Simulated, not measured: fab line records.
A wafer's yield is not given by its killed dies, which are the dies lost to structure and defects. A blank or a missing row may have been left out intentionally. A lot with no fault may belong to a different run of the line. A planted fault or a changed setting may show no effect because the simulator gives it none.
fab line records	flow n5_finfet
[record] lots = 24	wafers = 72	last_day = 17
route steps=1938 shown BEOL_M4@1044
lots that met no fault: taken from a fault-free run of the same line
start_h: start of the lot's first displayed wafer, in hours after the record's first day	wait_h: how many hours have passed since the lot's step before this one	" the same as in the row above	L1.1+2: several wafers, shown together as one row	- no value, or no start was given	* or withheld: withheld	< > ~ a bound
route shown NAME@n: names a module that has steps shown in the file, with the first one's number in the route	usual: average and standard deviation across the fault-free wafers	same: alike in all rows	chamber/n: place in a boat	sites: each site's reading	_std_site: the standard deviation of these	_edge_site: outer sites' mean less inner sites'	radius_mm: how far each site lies from the wafer's centre	mask NAME#n: copy n	behind: the tool/chamber that last shaped the wafer	hold: why the lot went on hold/how many hours it stayed there/how the hold came to an end	device: transistor that didn't switch, given as n, p or np	end of line: at the end of the route, the tests of the same wafers	step lacking rows: just its recipe	killed: count of dies lost to structure and defects at first sort (not the wafer's yield)	map: dies across one wafer; x = killed, . = not, _ = none there
set.NAME: the run value of the setting; set.NAME@STEP: its run value at that earlier step	model.NAME: the simulator's own value behind a step, which no gauge read
a sample of lots followed through the steps of the route, with each step as a table and each wafer as a row
services: from which hour (start_h, from the record's first day; less than 0 if before it) a tool's chamber was out of use, for how many hours, and why
[[steps]]
[step N5_BEOL_M4_HM_OPEN_17]
[recipe] chemistry = Cl2/BCl3	target_depth_a = 200	overetch_a = 60	target = TiN	mask_material = SOC	ion_energy_ev = 150	pressure_mtorr = 10	icp_w = 1000	bias_w = 126	Cl2_flow_sccm = 53.25	bcl3_flow_sccm = 21.75	Ar_flow_sccm = 25
[usual] drypump_motor_current_A = 5.9/0.34	oes_product_au = 0.65/0.099	throttle_valve_pct = 22.0/0.33
lot.wafer	tool	chamber	start_h	wait_h	drypump_motor_current_A	oes_product_au	rf_hours_counter_h	throttle_valve_pct
L074.2	rie_metal-03	0	152.51	0.0	6.3	0.54	124	22.8
L074.5	"	0	"	"	6.4	0.54	-	22.8
L074.6	"	1	"	"	6.1	0.69	-	22.2
L075.1	rie_metal-01	0	162.20	0.0	5.7	0.69	22	21.8
L075.2	"	1	"	"	6.2	0.51	136	22.3
L075.4	"	1	"	"	6.3	0.50	-	22.3
L076.1	rie_metal-01	0	169.59	0.0	5.7	0.70	23	21.8
L076.2	"	1	"	"	6.2	0.50	137	22.3
L076.4	"	1	"	"	6.2	0.49	-	22.3
L077.1	rie_metal-03	0	171.03	0.0	6.3	0.53	126	22.8
L077.4	"	0	"	"	6.3	0.53	-	22.8
L077.6	"	0	"	"	6.3	0.53	-	22.8
L078.1	rie_metal-01	0	179.72	0.0	5.7	0.69	24	21.8
L078.3	"	0	"	"	5.7	0.69	-	21.8
L078.5	"	0	"	"	5.7	0.69	-	21.8
L079.3	rie_metal-02	1	188.74	0.1	5.8	0.55	-	22.0
L079.4	"	0	"	"	5.4	0.70	-	21.8
L079.6	"	0	"	"	5.4	0.71	-	21.8
L080.1	rie_metal-02	0	198.87	0.0	5.4	0.70	28	21.8
L080.2	"	1	"	"	5.8	0.54	113	22.0
L080.6	"	1	"	"	5.7	0.54	-	22.0
L081.3	rie_metal-02	0	202.70	0.1	5.4	0.70	-	21.8
L081.5	"	0	"	"	5.4	0.69	-	21.8
L081.6	"	1	"	"	5.8	0.54	-	22.0
L082.1	rie_metal-03	1	206.24	0.0	6.1	0.68	35	22.2
L082.3	"	0	"	"	6.3	0.53	-	22.8
L082.6	"	1	"	"	6.1	0.68	-	22.3
L083.2	rie_metal-03	1	208.43	0.0	6.1	0.69	35	22.2
L083.5	"	1	"	"	6.1	0.69	-	22.2
L083.6	"	0	"	"	6.3	0.53	-	22.8
L084.1	rie_metal-02	0	218.99	0.0	5.3	0.69	31	21.8
L084.2	"	1	"	"	5.7	0.52	116	22.0
L084.5	"	1	"	"	5.7	0.53	-	22.0
L085.2	rie_metal-02	0	227.93	0.0	5.4	0.68	32	21.8
L085.4	"	0	"	"	5.4	0.69	-	21.8
L085.5	"	1	"	"	5.8	0.53	-	22.0
L086.1	rie_metal-01	1	231.97	0.0	6.2	0.84	0	21.7
L086.2	"	0	"	"	5.7	0.68	28	21.8
L086.6	"	0	"	"	5.7	0.68	-	21.8
L087.1	rie_metal-02	1	242.35	0.0	5.8	0.52	119	22.0
L087.3	"	1	"	"	5.7	0.52	-	22.0
L087.4	"	0	"	"	5.4	0.67	-	21.8
L088.1	rie_metal-01	0	246.87	0.0	5.7	0.68	29	21.8
L088.4	"	1	"	"	6.2	0.82	-	21.7
L088.5	"	0	"	"	5.7	0.68	-	21.8
L089.1	rie_metal-01	1	252.24	0.0	6.2	0.82	2	21.8
L089.2	"	0	"	"	5.7	0.67	29	21.8
L089.6	"	1	"	"	6.2	0.80	-	21.8
L090.1	rie_metal-03	0	255.48	0.0	6.3	0.86	0	22.4
L090.3	"	0	"	"	6.3	0.86	-	22.5
L090.6	"	0	"	"	6.4	0.86	-	22.5
L091.2	rie_metal-01	0	256.11	0.0	5.7	0.68	29	21.8
L091.4	"	0	"	"	5.7	0.67	-	21.8
L091.5	"	1	"	"	6.3	0.82	-	21.7
L092.2	rie_metal-02	1	263.59	0.0	5.7	0.52	122	22.0
L092.4	"	1	"	"	5.7	0.53	-	22.0
L092.5	"	1	"	"	5.7	0.52	-	22.0
L093.1	rie_metal-02	0	268.67	0.0	5.4	0.67	37	21.8
L093.4	"	1	"	"	5.7	0.52	-	22.0
L093.6	"	0	"	"	5.4	0.67	-	21.8
L094.3	rie_metal-01	0	289.04	0.1	5.7	0.66	-	21.8
L094.5	"	0	"	"	5.7	0.66	-	21.8
L094.6	"	1	"	"	6.2	0.78	-	21.8
L095.3	rie_metal-02	0	289.21	0.1	5.4	0.67	-	21.8
L095.5	"	0	"	"	5.4	0.68	-	21.8
L095.6	"	0	"	"	5.3	0.67	-	21.8
L096.1	rie_metal-01	1	289.24	0.0	6.2	0.78	6	21.8
L096.4	"	1	"	"	6.2	0.78	-	21.8
L096.5	"	0	"	"	5.7	0.67	-	21.8
L097.3	rie_metal-01	0	299.16	0.1	5.7	0.66	-	21.9
L097.4	"	1	"	"	6.2	0.78	-	21.8
L097.5	"	1	"	"	6.2	0.78	-	21.8
[step N5_BEOL_M4_CD_MEAS_18]
[recipe] pitch_nm = 36	target_cd_nm = 18
[usual] cd_nm = 17.8/0.41
lot.wafer	tool	chamber	start_h	wait_h	cd_nm
L074.2	cd_sem-02	-	152.72	0.1	18.5
L074.5	"	-	"	"	17.5
L074.6	"	-	"	"	18.5
L075.1	cd_sem-03	-	162.38	0.0	18.4
L075.2	"	-	"	"	18.5
L075.4	"	-	"	"	17.9
L076.1	cd_sem-03	-	169.90	0.0	17.9
L076.2	"	-	"	"	18.7
L076.4	"	-	"	"	18.1
L077.1	cd_sem-02	-	171.46	0.0	17.7
L077.4	"	-	"	"	17.5
L077.6	"	-	"	"	17.7
L078.1	cd_sem-03	-	179.99	0.0	17.8
L078.3	"	-	"	"	18.4
L078.5	"	-	"	"	18.0
L079.3	cd_sem-02	-	188.96	0.1	18.2
L079.4	"	-	"	"	17.3
L079.6	"	-	"	"	17.1
L080.1	cd_sem-02	-	199.05	0.0	18.2
L080.2	"	-	"	"	18.2
L080.6	"	-	"	"	18.6
L081.3	cd_sem-03	-	202.94	0.1	16.9
L081.5	"	-	"	"	17.3
L081.6	"	-	"	"	18.2
L082.1	cd_sem-01	-	206.57	0.0	18.2
L082.3	"	-	"	"	17.2
L082.6	"	-	"	"	17.5
L083.2	cd_sem-01	-	208.61	0.1	18.4
L083.5	"	-	"	"	18.5
L083.6	"	-	"	"	17.5
L084.1	cd_sem-02	-	219.17	0.0	17.4
L084.2	"	-	"	"	17.8
L084.5	"	-	"	"	17.6
L085.2	cd_sem-03	-	228.11	0.1	17.5
L085.4	"	-	"	"	17.4
L085.5	"	-	"	"	17.9
L086.1	cd_sem-03	-	232.15	0.0	17.8
L086.2	"	-	"	"	17.9
L086.6	"	-	"	"	17.8
L087.1	cd_sem-01	-	242.53	0.0	18.4
L087.3	"	-	"	"	18.8
L087.4	"	-	"	"	17.9
L088.1	cd_sem-02	-	247.34	0.0	17.9
L088.4	"	-	"	"	17.1
L088.5	"	-	"	"	17.6
L089.1	cd_sem-01	-	252.47	0.0	17.0
L089.2	"	-	"	"	17.2
L089.6	"	-	"	"	17.2
L090.1	cd_sem-03	-	255.66	0.0	18.1
L090.3	"	-	"	"	18.0
L090.6	"	-	"	"	17.8
L091.2	cd_sem-01	-	256.54	0.1	17.4
L091.4	"	-	"	"	18.3
L091.5	"	-	"	"	17.1
L092.2	cd_sem-02	-	263.81	0.1	18.1
L092.4	"	-	"	"	18.2
L092.5	"	-	"	"	18.0
L093.1	cd_sem-01	-	268.90	0.1	17.5
L093.4	"	-	"	"	17.9
L093.6	"	-	"	"	17.8
L094.3	cd_sem-01	-	289.29	0.1	17.6
L094.5	"	-	"	"	18.0
L094.6	"	-	"	"	18.1
L096.1	cd_sem-01	-	289.49	0.0	17.7
L096.4	"	-	"	"	17.4
L096.5	"	-	"	"	18.1
L095.3	cd_sem-01	-	289.53	0.1	17.4
L095.5	"	-	"	"	17.7
L095.6	"	-	"	"	17.5
L097.3	cd_sem-02	-	299.35	0.1	17.7
L097.4	"	-	"	"	18.4
L097.5	"	-	"	"	17.5
[step N5_BEOL_M4_ETCH_77]
[recipe] chemistry = N2/H2	target = underlayer	target_depth_a = 65	mask_material = CAR-EUV	time_s = 5.2	ion_energy_ev = 200	pressure_mtorr = 30	source_w = 840	bias_w = 150	n2_flow_sccm = 200	h2_flow_sccm = 200	ends = cleared
[usual] drypump_motor_current_A = 5.7/0.41	etch_rf_on_time_s = 5.10/0.12	oes_product_au = 0.69/0.08	rf_vpp_V = 524.3/2.7	showerhead_plenum_p_Torr = 2.56/0.088	throttle_valve_pct = 17.92/0.24
lot.wafer	tool	chamber	start_h	wait_h	drypump_motor_current_A	etch_rf_on_time_s	oes_product_au	rf_hours_counter_h	rf_vpp_V	showerhead_plenum_p_Torr	throttle_valve_pct
L074.2	rie_diel-06	2	153.73	0.0	5.4	5.02	0.81	18	529.7	2.71	17.51
L074.5	"	2	"	"	5.4	5.08	0.82	-	530.2	2.71	17.53
L074.6	"	1	"	"	5.3	5.19	0.62	-	524.9	2.64	18.24
L075.1	rie_diel-02	3	162.86	0.0	5.1	5.01	0.72	50	524.7	2.58	17.83
L075.2	"	2	"	"	5.7	5.06	0.77	38	521.5	2.48	17.86
L075.4	"	0	"	"	5.3	4.90	0.83	15	520.9	2.50	17.76
L076.1	rie_diel-06	0	171.05	0.0	5.8	5.24	0.61	215	523.3	2.53	17.79
L076.2	"	1	"	"	5.3	5.20	0.60	200	527.4	2.64	18.23
L076.4	"	3	"	"	5.0	5.50	0.76	17	522.1	2.48	17.86
L077.1	rie_diel-03	1	172.38	0.0	6.2	4.91	0.62	226	524.0	2.52	18.42
L077.4	"	2	"	"	5.5	5.18	0.65	129	528.9	2.66	18.06
L077.6	"	3	"	"	6.2	5.06	0.72	-	524.9	2.59	17.71
L078.1	rie_diel-03	0	180.53	0.0	5.4	5.10	0.60	233	520.2	2.40	17.88
L078.3	"	1	"	"	6.2	4.83	0.61	229	524.1	2.52	18.46
L078.5	"	3	"	"	6.2	5.03	0.74	-	521.9	2.58	17.73
L079.3	rie_diel-03	2	191.36	0.0	5.5	5.23	0.63	137	530.2	2.66	18.08
L079.4	"	0	"	"	5.4	5.25	0.60	238	521.0	2.39	17.91
L079.6	"	3	"	"	6.2	5.10	0.72	-	523.9	2.58	17.73
L080.1	rie_diel-03	3	199.65	0.0	6.2	5.10	0.73	86	524.7	2.58	17.74
L080.2	"	1	"	"	6.2	4.89	0.60	238	521.2	2.51	18.45
L080.6	"	0	"	"	5.4	5.21	0.60	-	518.2	2.39	17.89
L081.3	rie_diel-03	1	203.53	0.0	6.2	4.87	0.61	239	522.7	2.51	18.47
L081.5	"	2	"	"	5.5	5.19	0.65	-	529.0	2.66	18.08
L081.6	"	1	"	"	6.2	4.86	0.61	-	522.7	2.51	18.47
L082.1	rie_diel-03	0	207.17	0.0	5.4	5.20	0.59	244	520.8	2.39	17.90
L082.3	"	2	"	"	5.5	5.19	0.64	142	527.8	2.66	18.06
L082.6	"	0	"	"	5.4	5.19	0.59	-	518.1	2.39	17.89
L083.2	rie_diel-03	3	209.14	0.0	6.3	5.09	0.71	90	526.8	2.58	17.74
L083.5	"	3	"	"	6.2	5.12	0.70	-	523.6	2.58	17.75
L083.6	"	0	"	"	5.4	5.26	0.60	-	519.6	2.39	17.88
L084.1	rie_diel-02	3	220.30	0.0	5.1	5.16	0.69	73	524.4	2.57	17.86
L084.2	"	0	"	"	5.2	5.03	0.78	38	521.8	2.49	17.80
L084.5	"	1	"	"	6.2	5.07	0.64	-	523.7	2.56	18.04
L085.2	rie_diel-02	0	228.71	0.0	5.3	5.07	0.77	41	521.9	2.49	17.78
L085.4	"	2	"	"	5.7	5.14	0.72	65	525.1	2.47	17.91
L085.5	"	2	"	"	5.8	5.19	0.71	-	523.2	2.47	17.91
L086.1	rie_diel-02	1	232.76	0.0	6.1	5.07	0.64	143	524.0	2.56	18.03
L086.2	"	0	"	"	5.2	4.97	0.78	42	521.2	2.48	17.81
L086.6	"	1	"	"	6.1	5.07	0.64	-	522.5	2.56	18.03
L087.1	rie_diel-03	2	243.15	0.0	5.5	5.24	0.63	158	526.0	2.65	18.09
L087.3	"	0	"	"	5.4	4.97	0.85	2	526.3	2.71	17.48
L087.4	"	0	"	"	5.4	4.96	0.86	-	530.5	2.71	17.48
L088.1	rie_diel-02	2	248.15	0.0	5.8	5.22	0.70	72	521.2	2.46	17.94
L088.4	"	1	"	"	6.2	5.08	0.63	150	524.6	2.56	18.06
L088.5	"	0	"	"	5.2	5.11	0.76	-	520.5	2.48	17.82
L089.1	rie_diel-03	2	254.13	0.0	5.5	5.23	0.63	164	527.6	2.65	18.11
L089.2	"	0	"	"	5.4	5.01	0.83	8	528.2	2.70	17.48
L089.6	"	2	"	"	5.5	5.31	0.63	-	527.0	2.65	18.08
L090.1	rie_diel-03	0	257.57	0.0	5.4	4.98	0.83	10	528.8	2.70	17.50
L090.3	"	2	"	"	5.5	5.25	0.62	166	525.0	2.65	18.12
L090.6	"	2	"	"	5.5	5.27	0.63	-	529.8	2.65	18.11
L091.2	rie_diel-03	0	258.74	0.0	5.4	4.96	0.85	11	528.2	2.70	17.51
L091.4	"	3	"	"	6.2	5.13	0.67	114	525.4	2.57	17.78
L091.5	"	1	"	"	6.2	4.91	0.86	-	523.7	2.51	18.10
L092.2	rie_diel-03	3	264.68	0.0	6.2	5.20	0.69	118	522.1	2.57	17.79
L092.4	"	2	"	"	5.5	5.27	0.62	170	526.8	2.65	18.11
L092.5	"	3	"	"	6.2	5.20	0.68	-	525.3	2.57	17.79
L093.1	rie_diel-02	0	269.38	0.0	5.2	5.00	0.75	57	522.3	2.48	17.82
L093.4	"	2	"	"	5.7	5.09	0.70	81	523.2	2.46	17.94
L093.6	"	3	"	"	5.1	5.10	0.68	-	524.7	2.56	17.91
L094.3	rie_diel-06	0	289.87	0.0	5.8	5.28	0.59	247	524.4	2.51	17.87
L094.5	"	1	"	"	5.3	5.07	0.60	-	524.3	2.62	18.31
L094.6	"	0	"	"	5.8	5.25	0.59	-	521.6	2.51	17.87
L096.1	rie_diel-02	1	290.04	0.0	6.2	5.08	0.63	167	524.7	2.55	18.08
L096.4	"	3	"	"	5.1	5.20	0.66	100	522.7	2.56	17.89
L096.5	"	3	"	"	5.1	5.17	0.67	-	523.5	2.56	17.91
L095.3	rie_diel-03	1	290.68	0.0	6.2	4.80	0.83	12	524.3	2.50	18.12
L095.5	"	0	"	"	5.4	4.98	0.82	-	526.5	2.70	17.51
L095.6	"	3	"	"	6.2	5.08	0.69	-	523.2	2.56	17.80
L097.3	rie_diel-03	3	299.95	0.0	6.2	5.12	0.67	128	524.3	2.56	17.78
L097.4	"	2	"	"	5.5	5.21	0.62	181	527.6	2.64	18.13
L097.5	"	3	"	"	6.2	5.15	0.68	-	528.1	2.56	17.79
[step N5_BEOL_M4_ETCHBACK_99]
[recipe] chemistry = CHF3	target = SiO2	target_depth_a = 50	time_s = 10.4	source_w = 215	bias_w = 47	Ar_flow_sccm = 200	CHF3_flow_sccm = 12	ion_energy_ev = 100	pressure_mtorr = 30
[usual] drypump_motor_current_A = 5.7/0.42	oes_product_au = 0.81/0.089	rf_vpp_V = 242/5.6	showerhead_plenum_p_Torr = 2.17/0.068	throttle_valve_pct = 17.10/0.22
lot.wafer	tool	chamber	start_h	wait_h	drypump_motor_current_A	oes_product_au	rf_hours_counter_h	rf_vpp_V	showerhead_plenum_p_Torr	throttle_valve_pct
L074.2	rie_diel-03	1	154.66	0.8	6.2	0.72	221	242	2.14	17.62
L074.5	"	2	"	"	5.5	0.79	-	251	2.25	17.14
L074.6	"	3	"	"	6.2	0.87	-	235	2.18	16.83
L075.1	rie_diel-02	0	163.43	0.4	5.2	0.95	15	244	2.12	16.96
L075.2	"	2	"	"	5.7	0.90	38	240	2.11	17.08
L075.4	"	3	"	"	5.1	0.84	50	244	2.19	17.02
L077.1	rie_diel-03	1	177.51	4.9	6.2	0.71	228	243	2.14	17.62
L077.4	"	3	"	"	6.2	0.85	77	233	2.18	16.85
L077.6	"	3	"	"	6.2	0.86	-	234	2.18	16.82
L076.1	rie_diel-06	0	177.55	6.1	5.8	0.70	218	243	2.13	17.03
L076.2	"	1	"	"	5.4	0.69	202	239	2.24	17.45
L076.4	"	2	"	"	5.4	0.92	26	244	2.29	16.64
L078.1	rie_diel-03	1	184.51	3.7	6.2	0.71	231	242	2.14	17.63
L078.3	"	0	"	"	5.4	0.70	235	245	2.03	17.13
L078.5	"	1	"	"	6.2	0.71	-	242	2.14	17.62
L079.3	rie_diel-02	3	195.70	4.2	5.1	0.81	64	244	2.19	17.02
L079.4	"	1	"	"	6.2	0.75	129	236	2.14	17.11
L079.6	"	1	"	"	6.2	0.75	-	236	2.15	17.11
L080.1	rie_diel-03	0	200.78	1.0	5.4	0.69	242	245	2.03	17.15
L080.2	"	3	"	"	6.2	0.83	87	232	2.17	16.86
L080.6	"	1	"	"	6.2	0.71	-	241	2.14	17.65
L081.3	rie_diel-03	1	203.98	0.3	6.2	0.70	239	244	2.14	17.63
L081.5	"	2	"	"	5.5	0.76	-	249	2.25	17.16
L081.6	"	3	"	"	6.2	0.82	-	233	2.17	16.85
L082.1	rie_diel-02	2	209.04	1.7	5.7	0.85	57	242	2.10	17.13
L082.3	"	3	"	"	5.1	0.82	69	243	2.19	17.05
L082.6	"	2	"	"	5.7	0.85	-	239	2.10	17.12
L083.2	rie_diel-03	0	211.12	1.8	5.4	0.69	246	243	2.03	17.17
L083.5	"	2	"	"	5.5	0.76	-	250	2.25	17.16
L083.6	"	3	"	"	6.2	0.83	-	234	2.17	16.86
L084.1	rie_diel-02	2	228.79	8.3	5.7	0.84	65	239	2.10	17.13
L084.2	"	1	"	"	6.2	0.75	142	237	2.14	17.12
L084.5	"	1	"	"	6.2	0.74	-	236	2.14	17.14
L085.2	rie_diel-06	2	230.53	1.7	5.4	0.89	38	245	2.28	16.65
L085.4	"	3	"	"	5.0	0.87	33	236	2.09	17.13
L085.5	"	2	"	"	5.4	0.90	-	245	2.28	16.67
L086.1	rie_diel-06	3	234.04	0.8	4.9	0.88	34	235	2.09	17.11
L086.2	"	0	"	"	5.8	0.70	232	242	2.12	17.05
L086.6	"	3	"	"	4.9	0.88	-	236	2.09	17.13
L087.1	rie_diel-02	3	250.93	7.6	5.1	0.80	84	242	2.18	17.08
L087.3	"	1	"	"	6.1	0.74	151	237	2.14	17.15
L087.4	"	0	"	"	5.2	0.89	49	242	2.11	17.02
L088.1	rie_diel-03	0	254.60	5.8	5.4	1.00	8	248	2.29	16.73
L088.4	"	3	"	"	6.2	0.80	-	234	2.16	16.92
L088.5	"	2	"	"	5.5	0.75	-	251	2.24	17.19
L089.1	rie_diel-03	2	256.70	2.4	5.5	0.74	166	251	2.24	17.22
L089.2	"	1	"	"	6.2	1.00	1	243	2.13	17.24
L089.6	"	1	"	"	6.2	0.99	-	242	2.13	17.25
L090.1	rie_diel-03	2	257.84	0.1	5.5	0.74	166	251	2.24	17.23
L090.3	"	1	"	"	6.2	0.98	2	242	2.13	17.24
L090.6	"	0	"	"	5.4	0.98	-	247	2.29	16.72
L091.2	rie_diel-02	0	259.99	1.1	5.3	0.88	55	245	2.11	17.05
L091.4	"	2	"	"	5.7	0.82	77	240	2.10	17.17
L091.5	"	3	"	"	5.1	0.79	-	244	2.18	17.09
L092.2	rie_diel-03	1	268.05	2.9	6.2	0.97	6	242	2.13	17.26
L092.4	"	3	"	"	6.2	0.80	118	234	2.16	16.91
L092.5	"	2	"	"	5.5	0.74	-	249	2.23	17.22
L093.1	rie_diel-06	1	277.45	7.9	5.4	0.68	227	238	2.23	17.49
L093.4	"	2	"	"	5.4	0.88	50	244	2.28	16.68
L093.6	"	3	"	"	4.9	0.85	-	236	2.09	17.14
L094.3	rie_diel-03	2	290.28	0.1	5.5	0.73	178	251	2.23	17.23
L094.5	"	3	"	"	6.2	0.79	-	233	2.16	16.95
L094.6	"	2	"	"	5.5	0.73	-	251	2.23	17.22
L096.1	rie_diel-02	1	290.54	0.3	6.1	0.73	167	235	2.13	17.18
L096.4	"	0	"	"	5.2	0.88	65	243	2.11	17.05
L096.5	"	2	"	"	5.8	0.81	-	240	2.09	17.18
L095.3	rie_diel-03	2	298.01	6.9	5.5	0.72	180	252	2.23	17.25
L095.5	"	3	"	"	6.2	0.79	-	233	2.16	16.93
L095.6	"	0	"	"	5.4	0.94	-	248	2.28	16.78
L097.3	rie_diel-02	2	301.16	0.8	5.7	0.80	93	240	2.09	17.19
L097.4	"	3	"	"	5.1	0.78	103	243	2.17	17.10
L097.5	"	2	"	"	5.7	0.81	-	240	2.09	17.20
[step N5_BEOL_M4_PRE_CLEAN_45]
[recipe] gas = H2/He	time_s = 30	temp_c = 250
[usual] heater_power_w = 332/34	susceptor_temp_C = 249.99/0.17
lot.wafer	tool	chamber	start_h	wait_h	heater_power_w	susceptor_temp_C
L074.2	pvd_sputter-03	-	155.87	0.0	314	249.58
L074.5	"	-	"	"	353	249.98
L074.6	"	-	"	"	310	249.62
L075.1	pvd_sputter-03	-	164.32	0.0	357	250.24
L075.2	"	-	"	"	290	250.15
L075.4	"	-	"	"	309	250.03
L077.1	pvd_sputter-01	-	178.70	0.0	402	250.03
L077.4	"	-	"	"	323	249.98
L077.6	"	-	"	"	319	250.31
L076.1	pvd_sputter-01	-	178.78	0.0	326	249.99
L076.2	"	-	"	"	334	250.07
L076.4	"	-	"	"	376	249.97
L078.1	pvd_sputter-01	-	185.32	0.0	326	250.13
L078.3	"	-	"	"	379	249.79
L078.5	"	-	"	"	324	250.16
L079.3	pvd_sputter-03	-	196.53	0.0	300	249.67
L079.4	"	-	"	"	315	250.04
L079.6	"	-	"	"	304	249.83
L080.1	pvd_sputter-01	-	201.87	0.0	330	249.90
L080.2	"	-	"	"	378	249.92
L080.6	"	-	"	"	373	249.97
L081.3	pvd_sputter-03	-	204.63	0.0	347	250.03
L081.5	"	-	"	"	292	249.88
L081.6	"	-	"	"	298	249.76
L082.1	pvd_sputter-02	-	210.41	0.0	375	250.11
L082.3	"	-	"	"	282	250.18
L082.6	"	-	"	"	349	250.00
L083.2	pvd_sputter-01	-	212.01	0.0	322	249.86
L083.5	"	-	"	"	323	249.80
L083.6	"	-	"	"	334	250.25
L084.1	pvd_sputter-01	-	229.80	0.0	327	250.14
L084.2	"	-	"	"	408	249.87
L084.5	"	-	"	"	379	249.85
L085.2	pvd_sputter-03	-	232.00	0.0	304	249.86
L085.4	"	-	"	"	347	249.94
L085.5	"	-	"	"	343	250.06
L086.1	pvd_sputter-03	-	235.00	0.0	354	249.98
L086.2	"	-	"	"	309	249.84
L086.6	"	-	"	"	295	250.13
L087.1	pvd_sputter-01	-	251.97	0.0	326	249.86
L087.3	"	-	"	"	316	250.00
L087.4	"	-	"	"	406	250.14
L088.1	pvd_sputter-03	-	255.27	0.0	293	249.75
L088.4	"	-	"	"	355	250.29
L088.5	"	-	"	"	290	249.98
L089.1	pvd_sputter-02	-	257.63	0.0	298	249.84
L089.2	"	-	"	"	303	249.85
L089.6	"	-	"	"	350	249.75
L090.1	pvd_sputter-03	-	259.31	0.0	349	249.90
L090.3	"	-	"	"	306	250.10
L090.6	"	-	"	"	314	249.61
L091.2	pvd_sputter-01	-	260.66	0.0	372	249.76
L091.4	"	-	"	"	325	250.02
L091.5	"	-	"	"	397	250.05
L092.2	pvd_sputter-03	-	268.99	0.0	308	249.95
L092.4	"	-	"	"	310	249.79
L092.5	"	-	"	"	306	249.72
L093.1	pvd_sputter-02	-	278.25	0.0	284	249.98
L093.4	"	-	"	"	310	249.98
L093.6	"	-	"	"	291	250.06
L094.3	pvd_sputter-03	-	290.92	0.0	345	249.92
L094.5	"	-	"	"	309	249.86
L094.6	"	-	"	"	307	249.74
L096.1	pvd_sputter-02	-	291.19	0.0	377	250.01
L096.4	"	-	"	"	311	250.17
L096.5	"	-	"	"	373	250.07
L095.3	pvd_sputter-02	-	298.80	0.0	379	249.99
L095.5	"	-	"	"	315	250.30
L095.6	"	-	"	"	355	249.77
L097.3	pvd_sputter-03	-	302.80	0.0	297	250.30
L097.4	"	-	"	"	352	250.25
L097.5	"	-	"	"	345	250.09
[step N5_BEOL_M4_ANNEAL_93]
[recipe] temp_c = 400	time_s = 240	ambient = vacuum
[usual] heater_power_w = 823/83	susceptor_temp_C = 400.04/0.23
lot.wafer	tool	chamber	start_h	wait_h	heater_power_w	susceptor_temp_C
L074.2	pvd_sputter-02	-	158.10	0.0	728	399.81
L074.5	"	-	"	"	716	399.73
L074.6	"	-	"	"	935	400.00
L075.1	pvd_sputter-03	-	166.26	0.0	762	399.99
L075.2	"	-	"	"	718	399.94
L075.4	"	-	"	"	863	399.75
L077.1	pvd_sputter-03	-	180.86	0.0	787	400.11
L077.4	"	-	"	"	718	400.18
L077.6	"	-	"	"	769	399.96
L076.1	pvd_sputter-01	-	181.08	0.0	819	399.95
L076.2	"	-	"	"	999	399.63
L076.4	"	-	"	"	954	400.11
L078.1	pvd_sputter-02	-	187.29	0.0	718	399.76
L078.3	"	-	"	"	939	399.79
L078.5	"	-	"	"	771	399.80
L079.3	pvd_sputter-02	-	198.73	0.0	958	399.86
L079.4	"	-	"	"	885	399.75
L079.6	"	-	"	"	869	400.04
L080.1	pvd_sputter-03	-	204.11	0.0	778	400.08
L080.2	"	-	"	"	731	400.33
L080.6	"	-	"	"	726	400.42
L081.3	pvd_sputter-02	-	206.55	0.0	937	400.52
L081.5	"	-	"	"	737	399.91
L081.6	"	-	"	"	955	400.22
L082.1	pvd_sputter-02	-	212.63	0.0	782	399.88
L082.3	"	-	"	"	721	399.95
L082.6	"	-	"	"	892	399.38
L083.2	pvd_sputter-02	-	214.47	0.0	887	399.95
L083.5	"	-	"	"	871	399.74
L083.6	"	-	"	"	938	399.84
L084.1	pvd_sputter-01	-	232.27	0.0	792	399.78
L084.2	"	-	"	"	958	400.19
L084.5	"	-	"	"	1006	400.33
L085.2	pvd_sputter-01	-	234.53	0.0	840	400.22
L085.4	"	-	"	"	968	399.95
L085.5	"	-	"	"	839	399.93
L086.1	pvd_sputter-02	-	237.09	0.0	951	399.86
L086.2	"	-	"	"	728	399.99
L086.6	"	-	"	"	740	400.44
L087.1	pvd_sputter-03	-	254.68	0.0	793	400.23
L087.3	"	-	"	"	753	400.11
L087.4	"	-	"	"	874	400.24
L088.1	pvd_sputter-03	-	257.29	0.0	750	400.33
L088.4	"	-	"	"	775	400.00
L088.5	"	-	"	"	883	400.32
L089.1	pvd_sputter-02	-	259.57	0.0	940	399.65
L089.2	"	-	"	"	730	400.32
L089.6	"	-	"	"	732	400.08
L090.1	pvd_sputter-03	-	261.54	0.0	774	400.11
L090.3	"	-	"	"	748	399.93
L090.6	"	-	"	"	897	399.97
L091.2	pvd_sputter-01	-	262.77	0.0	968	400.20
L091.4	"	-	"	"	833	400.10
L091.5	"	-	"	"	826	400.05
L092.2	pvd_sputter-02	-	271.07	0.0	936	400.58
L092.4	"	-	"	"	878	400.22
L092.5	"	-	"	"	867	400.29
L093.1	pvd_sputter-02	-	280.29	0.0	761	399.78
L093.4	"	-	"	"	707	400.17
L093.6	"	-	"	"	796	399.86
L094.3	pvd_sputter-02	-	293.00	0.0	977	399.88
L094.5	"	-	"	"	781	400.14
L094.6	"	-	"	"	738	399.81
L096.1	pvd_sputter-03	-	294.54	0.0	766	399.80
L096.4	"	-	"	"	714	400.01
L096.5	"	-	"	"	765	400.07
L095.3	pvd_sputter-03	-	300.88	0.0	721	399.93
L095.5	"	-	"	"	742	400.21
L095.6	"	-	"	"	797	400.31
L097.3	pvd_sputter-03	-	305.04	0.0	789	400.14
L097.4	"	-	"	"	714	399.84
L097.5	"	-	"	"	747	399.95
[[services]]
tool	chamber	start_h	hours	kind
pvd_sputter-03	-	136.53	4.5	repair
rie_metal-02	-	147.84	14.6	pm
rie_metal-03	0	158.61	3.8	repair
rie_metal-03	1	163.11	14.1	repair
rie_metal-01	1	172.73	-	clean
rie_metal-01	1	172.73	24.4	scheduled_down
rie_metal-01	1	172.73	24.4	vent_cycle
rie_diel-06	-	178.23	14.6	pm
rie_metal-01	-	196.93	28.1	pm
rie_metal-03	1	203.24	1.1	repair
rie_diel-06	2	210.88	4.2	repair
rie_diel-03	0	221.15	-	clean
rie_diel-03	0	221.15	-	consumable_replace:focus_ring
rie_diel-03	0	221.15	-	consumable_replace:showerhead
rie_diel-03	0	221.15	18.5	scheduled_down
rie_diel-03	0	221.15	18.5	vent_cycle
rie_diel-03	1	239.65	-	clean
rie_diel-03	1	239.65	-	consumable_replace:focus_ring
rie_diel-03	1	239.65	15.2	scheduled_down
rie_diel-03	1	239.65	15.2	vent_cycle
rie_diel-06	-	246.45	15.6	pm
rie_metal-03	-	250.51	0.1	repair
rie_diel-03	1	272.43	3.8	repair
rie_metal-02	1	278.44	-	clean
[[key]]
fault none
